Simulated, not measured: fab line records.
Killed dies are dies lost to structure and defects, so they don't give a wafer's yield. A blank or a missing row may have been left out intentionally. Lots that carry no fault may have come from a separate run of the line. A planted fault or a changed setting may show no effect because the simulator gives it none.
A single fault, viewed from 3 desks	flow n5-finfet	each desk has only its own numbers; what lay behind them comes last

== THE DEFECT DESK ==
What the inspections along the route counted, lot by lot: means of the sampled wafers that have a number. A lot is out of limits, marked OUT, if its mean lies more than 4 standard deviations from the usual mean; the brackets give that distance.
Columns: A = raw-defect-count at N5_BEOL_M14_INSPECT_55, usual 66
lot	first seen here	A
L979	day 15 12:10	52
L980	day 15 16:29	48
L986	day 16 23:14	71
L985	day 17 23:25	82
L988	day 18 05:08	2193 (+99 or more) OUT
L995	day 19 17:40	63
L100	day 20 03:13	56
L998	day 20 07:46	64
This desk's verdict: out of limits on L988, starting with L988 at day 18 05:08 (raw-defect-count at N5_BEOL_M14_INSPECT_55). In limits: L979, L980, L986, L985, L995, L100, L998.

== TOOL OWNER'S DESK, cmp-03 ==
The tool's own readings at N5_BEOL_M14_CMP_49 (polishes, stops on SiO2, t overpolish 5.2 s, target thk 560 nm): means of the sampled wafers that have a number, for each lot that ran on this tool. A lot is out of limits, marked OUT, if its mean lies more than 4 standard deviations from the usual mean; the brackets give that distance.
Columns: A = barrier-field-endpoint-s at N5_BEOL_M14_CMP_49, usual 11.4 s; B = motor-current-A at N5_BEOL_M14_CMP_49, usual 8.3 A; C = overpolish-run-s at N5_BEOL_M14_CMP_49, usual 5.200 s; D = time-to-endpoint-s at N5_BEOL_M14_CMP_49, usual 121 s
lot	first seen here	A	B	C	D
L986	day 16 22:51	11.3	8.3	5.192	117
L985	day 17 22:55	11.4	8.5	5.201	122
L988	day 18 04:40	15.2 (+12) OUT	8.5	4.411 (-80) OUT	133
This desk's verdict: out of limits on L988, starting with L988 at day 18 04:40 (barrier-field-endpoint-s at N5_BEOL_M14_CMP_49). In limits: L986, L985.

== AT THE METROLOGY DESK ==
Means of the sampled wafers that have a number, per lot and without regard to the tool the lot ran on: this is what the gauges read. A lot is out of limits, marked OUT, if its mean lies more than 4 standard deviations from the usual mean; the brackets give that distance. Shown are 7 of the 11 readings it has, namely the first that went out of limits plus those furthest out on some lot.
Columns: A = IOFF_N at N5_BEOL_M4_RC_MEAS_101, usual 0.16 nA/um; B = ION_N at N5_BEOL_M4_RC_MEAS_101, usual 674 uA/um; C = ION_P at N5_BEOL_M4_RC_MEAS_101, usual 462 uA/um; D = SS_P at N5_BEOL_M4_RC_MEAS_101, usual 73.2 mV/dec; E = VT_N at N5_BEOL_M4_RC_MEAS_101, usual 249 mV; F = VT_P at N5_BEOL_M4_RC_MEAS_101, usual -250 mV; G = M14_THK at N5_BEOL_M14_THK_MEAS_50, usual 563 nm
lot	first seen here	A	B	C	D	E	F	G
L980	day 12 02:29	0.13	668	459	72.7	254	-251	549
L979	day 12 07:51	0.12	660	462	72.8	252	-247	566
L986	day 12 22:52	0.13	655	446	72.8	253	-256	588
L988	day 13 15:51	0.15	671	465	72.8	249	-249	704 (+6.4) OUT
L985	day 13 23:03	0.22	690	470	74.5	247	-249	553
L995	day 15 19:12	0.14	675	463	73.2	252	-255	587
L998	day 15 22:50	0.18	674	462	74.3	248	-252	566
L100	day 16 04:26	0.16	679	461	73.1	248	-250	568
This desk's finding: out of limits on L988; first on L988, day 18 04:58 (M14_THK at N5_BEOL_M14_THK_MEAS_50). In limits: L980, L979, L986, L985, L995, L998, L100.

== BROUGHT TOGETHER ==
On L988, at day 18 04:40, an alarm was possible from the tool owner's desk.
L988 would have let the metrology desk raise an alarm at day 18 04:58.
The defect desk could have raised an alarm at day 18 05:08, on L988.
Every lot named ran N5_BEOL_M14_CMP_49 on cmp-03.

== WHAT THE SIMULATOR PUT IN ==
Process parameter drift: cmp-03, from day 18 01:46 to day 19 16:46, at N5_BEOL_M14_CMP_49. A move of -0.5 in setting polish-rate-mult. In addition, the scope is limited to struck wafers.
Shown lots that were struck: L988.
Hours from the fault's start to each desk's first reading out of limits: the tool owner's desk, 3; the metrology desk, 3; the defect desk, 3.
